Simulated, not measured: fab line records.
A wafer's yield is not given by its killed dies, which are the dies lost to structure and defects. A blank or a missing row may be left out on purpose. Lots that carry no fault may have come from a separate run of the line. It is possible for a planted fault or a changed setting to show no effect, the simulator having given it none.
Chamber matching + flow n5_finfet + N5_BEOL_M2_ETCH_64 on rie_diel-05: 4 sister chambers
The step etches SOC in N2/H2, target depth 75 nm, overetch 22.5 nm, time 121.9 s. 4 wafers are shown with their chamber, then 8 later ones without.

EACH WAFER AND ITS CHAMBER
| wafer  | chamber | showerhead_plenum_p_Torr (Torr) |
|--------|---------|---------------------------------|
| L090.2 | 0       | 2.57                            |
| L092.5 | 1       | 2.42                            |
| L092.6 | 2       | 2.63                            |
| L093.1 | 3       | 2.70                            |

WAFERS WITH NO CHAMBER GIVEN
| wafer  | showerhead_plenum_p_Torr (Torr) |
|--------|---------------------------------|
| L093.2 | 2.63                            |
| L093.3 | 2.57                            |
| L095.2 | 2.57                            |
| L095.4 | 2.62                            |
| L095.5 | 2.70                            |
| L096.1 | 2.62                            |
| L096.2 | 2.70                            |
| L096.4 | 2.57                            |

THE CHAMBER EACH PASSED THROUGH
| wafer  | from the rows above | in truth |
|--------|---------------------|----------|
| L093.2 | 2                   | 2        |
| L093.3 | 0                   | 0        |
| L095.2 | 0                   | 0        |
| L095.4 | 2                   | 2        |
| L095.5 | 3                   | 3        |
| L096.1 | 2                   | 2        |
| L096.2 | 3                   | 3        |
| L096.4 | 0                   | 0        |
8 of 8 placed correctly. Left unplaced by these rows: 0. Wrongly placed: 0.
How it was worked out, from the rows above alone: a wafer's distance from a chamber is the root of the sum, over the readings, of the square of ((its reading less the chamber's mean) divided by the reading's scatter). The wafer belongs to the nearest chamber; if the next one is less than 2 further off, it can't be placed. A chamber's mean is the mean of its shown wafers. The scatter: root of mean squared gap, hidden wafer to nearest shown wafer, with one shown wafer a chamber.
